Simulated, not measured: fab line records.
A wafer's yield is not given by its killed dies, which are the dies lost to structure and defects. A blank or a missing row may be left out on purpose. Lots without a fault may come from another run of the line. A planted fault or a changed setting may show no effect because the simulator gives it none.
Problem report in the 8D (eight disciplines) form, filled by code | flow nandHarc | the parts of the form that need people (team, actions taken, sign-off) are left out

== 1. PROBLEM STATEMENT ==
Wafers without a fault read 90.1 nm with a standard deviation of 0.39, while cdNm at NHARC_P_M0_CD_MEAS_09 averages 87.0 nm across 3 wafers of 1 lot. That puts it -7.9 standard deviations away from the usual mean.
The step: target cd 90 nm.
Seen first at day 8 20:20 on cdSem-01, wafer L328.1. The record has a number at this step for 39 wafers belonging to 13 lots. The rule behind "out" and "out of limits": a value lying over 4 standard deviations away from the usual mean. All remaining wafers that have a number are taken as sound.

== 2. WHAT IT IS AND WHAT IT IS NOT ==
question                    | is                     | is not
which readings at this step | cdNm                   | -
which lots                  | L328                   | L318, L320, L321, L322, L333, L335, L336, L337, L338, L339, L340, L341
which wafers of those lots  | all that have a number | -
read on which gauges        | cdSem-01               | cdSem-02, cdSem-03
when                        | from day 8 20:20       | up to then (12 sound wafers); but 24 sound wafers of L333, L335, L336, L337, L338, L339, L340, L341 came after

== 3. SUSPECTS, AND WHAT RULES EACH OUT ==
Counting: any tool at a process step up to the reading is kept as a suspect provided that every lot that is out went through it and no sound lot did after the first of them.
- ruled out: the gauge at NHARC_P_M0_CD_MEAS_09. All the wafers that are out were read on cdSem-01, but those of them that NHARC_P_M0_EXPOSE_06 has rows for are out there too, on other tools.
- rieDiel-06 at NHARC_P_CONTACT_STRIP_28 (strips in O2): ruled out as a lasting fault. After its first lot that is out, L328 (day 8 13:20), sound lots L335, L333, L336, L339, L341, L340 ran on it.
- cvdW-01 at NHARC_P_CONTACT_CVD_23 (deposits W, target thk 200 nm, time 557 s): ruled out as a lasting fault. After its first lot that is out, L328 (day 8 19:26), sound lots L335, L333, L336, L338, L340 ran on it. NHARC_P_CONTACT_CVD_23: start missing for some lots; hours and lot order therefore follow NHARC_P_CONTACT_INSPECT_27.
- arfiScanner-01 at NHARC_P_M0_EXPOSE_06 (exposes mask P M0, target cd 90 nm): ruled out as a lasting fault. After its first lot that is out, L328 (day 8 20:11), sound lots L340 ran on it.
Left after counting: nothing in the record.

== 4. THE CAUSE (what the simulator had put in) ==
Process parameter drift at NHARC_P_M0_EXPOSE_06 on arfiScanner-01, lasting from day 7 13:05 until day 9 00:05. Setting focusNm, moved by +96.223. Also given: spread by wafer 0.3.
The count ruled it out by mistake, since the rule takes a fault to strike every lot its tool runs from the start of the fault on, and this one did not do so.

== 5. SEQUENCE OF EFFECTS, ordered by route ==
One row per reading whose mean, taken over the struck wafers that have a number, lies over 3 standard deviations from the usual. Only readings for which the record gives a usual standard deviation are gone through. hours: the time from each lot's start at the first step in this table that gives one to its start at this step, as a median over the lots. sigmas: the change in usual standard deviations.
hours | step                  | reading           | usual   | on struck wafers | change | sigmas
0     | NHARC_P_M0_EXPOSE_06  | exposureDoseMJCm2 | 81.27   | 83.48            | +2.21  | +27
0     | NHARC_P_M0_CD_MEAS_09 | cdNm              | 90.1 nm | 87.0             | -3.1   | -7.9
It contains these process steps:
- NHARC_P_M0_EXPOSE_06: exposes mask P M0, target cd 90 nm.

== 6. WHAT WOULD HAVE CAUGHT IT SOONER ==
31 hours passed between the start of the fault at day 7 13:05 and the first reading out of limits at a measuring or inspecting step in this record, taken at day 8 20:20.
The tool's own readings at NHARC_P_M0_EXPOSE_06 were out on every struck wafer that the step has a row for (exposureDoseMJCm2): an alarm limit on them would have fired on the first of those.
